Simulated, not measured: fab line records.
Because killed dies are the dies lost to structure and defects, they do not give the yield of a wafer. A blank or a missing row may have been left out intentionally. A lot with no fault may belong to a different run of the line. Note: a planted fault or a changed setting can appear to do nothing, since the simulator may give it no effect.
A struck lot beside a sound one :: flow n5Finfet :: 43 steps out of a route of 1938
Sound: these wafers, L430.2, L430.5, L430.6. Struck: wafer L439.6 (left out: L439.1, L439.4 of the same lot, which were not struck); the cause appears at the end.
At each step with rows: each side's tool, then ch and its chambers, then its first start. Under that, the readings that differ: sound wafers :: struck wafers :: difference of the means :: sigmas: that difference in standard deviations of wafers without a fault.
alike: words and numbers the same on both sides, and readings whose means are apart by under 2 such deviations; not compared: readings that were withheld, readings missing a value for some wafer, numbers with overlapping values and no deviation given by the record, and bounds like >300 which may hide the same value.
Wherever a step has rows on one side only, a row that says differs or no value, or a row with sigmas, the two part there. Non-overlapping numbers with no deviation appear without sigmas and do not part them. A reading missing from all wafers of one side parts the sides only when that side holds two or more wafers.

first, 2 steps without rows for these wafers: N5_HKMG_FIN_PEB_10 (peb time 60 s); N5_HKMG_FIN_DEVELOP_11 (develop time 30 s).
N5_HKMG_FIN_CD_MEAS_12: the cd target is 92.8 nm.
  sound on cdSem-03 ch 0, day 4 11:29; struck on cdSem-01 ch 0, day 6 15:54
  alike: cdNm
N5_HKMG_FIN_OVL_MEAS_13:
  sound on overlay-01 ch 0, day 4 11:31; struck on overlay-01 ch 0, day 6 15:56
  alike: NWFM_OVL
N5_HKMG_FIN_INSPECT_14: inspects for defects (macro).
  sound: defectInspect-02 at day 4 11:32; struck: defectInspect-02 at day 6 15:58
  alike: rawDefectCount
then, 7 steps without rows for these wafers: N5_HKMG_FIN_DESCUM_17 (chemistry O2, time 7.9 s); N5_HKMG_FIN_ETCH_31 (etches SiARC in CF4, target depth 45.5 nm, time 75.8 s); N5_HKMG_FIN_ETCH_32 (etches SOC in N2/H2, target depth 240 nm, time 300 s); N5_HKMG_FIN_STRIP_33 (strips in N2/H2); N5_HKMG_FIN_STRIP_34 (strips in CF4); N5_HKMG_FIN_ETCH_35 (etches SOC in N2/H2, target depth 215.8 nm, time 243.4 s); N5_HKMG_FIN_STRIP_92 (strips SOC in N2/H2, time 20 s).
N5_HKMG_FIN_WET_ETCH_18: etches TiN in SC1, time 55 s, target depth 5.2 nm, rinse time 30 s.
  sound on wetBench-01 ch 2,5,6, day 4 12:06; struck on wetBench-02 ch 7, day 6 16:31
reading: bathHeatDutyPct (%)
sound: 8.0 8.4 8.7
struck: 5.8
difference: -2.6
sigmas: -3
  not compared: bathGuardTempC, tempC
then, 1 step without rows for these wafers: N5_HKMG_FIN_STRIP_19 (strips in N2/H2, time 360 s).
N5_HKMG_FIN_ALD_91: deposits TiN, target thk 1 nm, pulse time 1 s, purge time 3 s.
  sound on aldMetal-02 ch 1,2,3, day 4 12:33; struck on aldMetal-04 ch 0, day 6 16:58
  alike: chamberPressureTorr, heaterPowerW, precursorPulseHeightRel
then, 5 steps without rows for these wafers: N5_HKMG_FIN_COAT_85 (time 60 s, resist thk 300 nm); N5_HKMG_FIN_ETCH_86 (etches SOC in N2/H2, stops on TiN, target depth 393.2 nm); N5_HKMG_FIN_STRIP_89 (strips SOC in N2/H2, time 20 s); N5_HKMG_FIN_WET_ETCH_87 (etches TiN in SC1, time 154.2 s, target depth 4.7 nm, rinse time 30 s); N5_HKMG_FIN_STRIP_88 (strips in N2/H2, time 360 s).
N5_HKMG_FIN_NWFM_ALD_20: deposits TiAlC, target thk 2 nm, pulse time 3 s, purge time 2 s.
  sound on aldMetal-01 ch 0,2,3, day 4 13:31; struck on aldMetal-02 ch 1, day 6 18:03
  alike: chamberPressureTorr, heaterPowerW, precursorPulseHeightRel
then, 9 steps without rows for these wafers: N5_HKMG_FIN_ALD_71 (deposits TiN, target thk 1 nm, pulse time 1 s, purge time 3 s); N5_HKMG_FIN_COAT_66 (time 60 s, resist thk 300 nm); N5_HKMG_FIN_ETCH_67 (etches SOC in N2/H2, stops on TiN, target depth 388.9 nm); N5_HKMG_FIN_STRIP_90 (strips SOC in N2/H2, time 20 s); N5_HKMG_FIN_WET_ETCH_73 (etches the open film in SC1, time 42.3 s, target depth 1.3 nm, rinse time 30 s); N5_HKMG_FIN_ETCHBACK_68 (etches the open film in Cl2/Ar, stops on HfO2, target depth 0.5 nm); N5_HKMG_FIN_STRIP_69 (strips in N2/H2, time 360 s); N5_HKMG_FIN_ALD_21 (deposits TiN, target thk 1.5 nm, pulse time 1 s, purge time 3 s); N5_HKMG_FIN_ALD_72 (deposits W, target thk 2 nm, pulse time 1 s, purge time 2 s).
N5_HKMG_FIN_W_FILL_22: material W, target thk 60 nm, time 18.2 s.
  sound on cvdW-01 ch 0,1, day 4 15:17; struck on cvdW-01 ch 1, day 6 19:39
  alike: chamberPressureTorr, heaterPowerW, throttleValvePct
then, 2 steps without rows for these wafers: N5_HKMG_FIN_PRECLEAN_83 (cleans in DIW, time 57.5 s); N5_HKMG_FIN_SRD_84 (dry time 32 s).
N5_HKMG_FIN_CMP_23: polishes, stops on SiNx, t overpolish 10 s, target thk 46.326 nm.
  sound on cmp-01 ch 0,1,2, day 4 15:38; struck on cmp-04 ch 2, day 6 19:55
reading: timeToEndpointS (s)
sound: 11.8 7.4 10.7
struck: 16.9
difference: +6.9
sigmas: +3
  alike: motorCurrentA, overpolishRunS, slurryFlowMlMin
then, 1 step without rows for these wafers: N5_HKMG_FIN_CMP_94 (polishes, stops on SiNx, t overpolish 4.7 s, target thk 43.299 nm).
N5_HKMG_FIN_INSPECT_28: inspects for defects (darkfield).
  sound: defectInspect-02 at day 4 16:07; struck: defectInspect-02 at day 6 20:28
  alike: rawDefectCount
then, 2 steps without rows for these wafers: N5_GATE_CUT_ETCHBACK_00 (etches W in SF6/Cl2); N5_GATE_CUT_ETCH_56 (etches TiN in Cl2/Ar, target depth 21.6 nm).
N5_GATE_CUT_ETCHBACK_30: etches TiN in Cl2/Ar, target depth 3 nm.
  sound on rieMetal-01 ch 0,1, day 4 16:21; struck on rieMetal-01 ch 1, day 6 20:43
  alike: chamberPressureMTorr, drypumpMotorCurrentA, oesProductAu, throttleValvePct
  not compared: rfHoursCounterH
then, 2 steps without rows for these wafers: N5_GATE_CUT_VAPOR_ETCH_60 (etches HfO2 in BCl3/Cl2); N5_GATE_CUT_ETCH_58 (etches SiNx in CH3F/O2, target depth 17 nm, time 128.6 s).
-- a jump in the record: the struck wafers' starts before and after are 4 days apart (it breaks off in module GATE_CUT and resumes in module BEOL_M4, where the first step shown is number 1111 of the route) --
N5_BEOL_M4_RC_MEAS_101:
  sound on prober-01 ch 0, day 8 17:26; struck on prober-01 ch 0, day 10 16:18
reading: IOFF_N (nA/um)
sound: 0.139 0.208 0.175
struck: 0.080
difference: -0.094
sigmas: -4

reading: IOFF_N_LIN (nA/um)
sound: 0.065 0.090 0.077
struck: 0.038
difference: -0.039
sigmas: -4

reading: IOFF_N_LONG (nA/um)
sound: 5.76e-05 5.65e-05 5.66e-05
struck: 4.07e-05
difference: -1.62e-05
sigmas: -6

reading: IOFF_P (nA/um)
sound: 0.17 0.25 0.23
struck: 0.15
difference: -0.07
sigmas: -2

reading: ION_N (uA/um)
sound: 665 685 667
struck: 642
difference: -30
sigmas: -3

reading: VT_N (mV)
sound: 254 247 250
struck: 265
difference: +15
sigmas: +5

reading: VT_N_LONG (mV)
sound: 275.2 276.5 275.0
struck: 288.1
difference: +12.5
sigmas: +6

reading: VT_N_LVT (mV)
sound: 98 93 97
struck: 110
difference: +14
sigmas: +4
  alike: DIBL_N, DIBL_P, ION_P, SS_N, SS_P, VT_P
-- here the record skips 4 days between the struck wafers' starts before and after, leaving off in module BEOL_M4 and picking up in module PASSIVATION (first step shown: number 1936 of the route) --
N5_PASSIVATION_PROBE_49:
  sound: prober-02 at day 13 14:20; struck: prober-01 at day 14 22:07
reading: defectLimitedYield (%)
sound: 88.6 88.0 90.1
struck: 93.6
difference: +4.7
sigmas: +3

reading: killedAtFrontEnd
sound: 68 39 49
struck: 22
difference: -30
sigmas: -3

reading: killedAtOther
sound: 11 0 7
struck: 0
difference: -6
sigmas: -2

reading: killedDies
sound: 135 142 117
struck: 75
difference: -56
sigmas: -3

reading: killedOpen
sound: 83 74 75
struck: 47
difference: -30
sigmas: -2

reading: killedShort
sound: 50 66 37
struck: 28
difference: -23
sigmas: -3

reading: sort_bin_5_function (%)
sound: 6.6 7.4 6.3
struck: 4.4
difference: -2.4
sigmas: -2

reading: sort_bin_6_memory (%)
sound: 4.6 4.2 3.4
struck: 1.8
difference: -2.3
sigmas: -3

reading: sortNPass
sound: 1045 1038 1063
struck: 1105
difference: +56
sigmas: +3

reading: sortYieldPct (%)
sound: 88.6 88.0 90.1
struck: 93.6
difference: +4.7
sigmas: +3
  alike: killed_at_M0_to_M3, killed_at_M4_up, killedAtContacts, killedOnRim

WHERE THEY PART
Last at N5_PASSIVATION_PROBE_49 as far as this record goes, first at N5_HKMG_FIN_WET_ETCH_18.

WHY: what the simulator had put in
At N5_HKMG_FIN_WET_ETCH_18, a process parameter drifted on wetBench-02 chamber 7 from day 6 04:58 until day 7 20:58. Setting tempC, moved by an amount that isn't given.
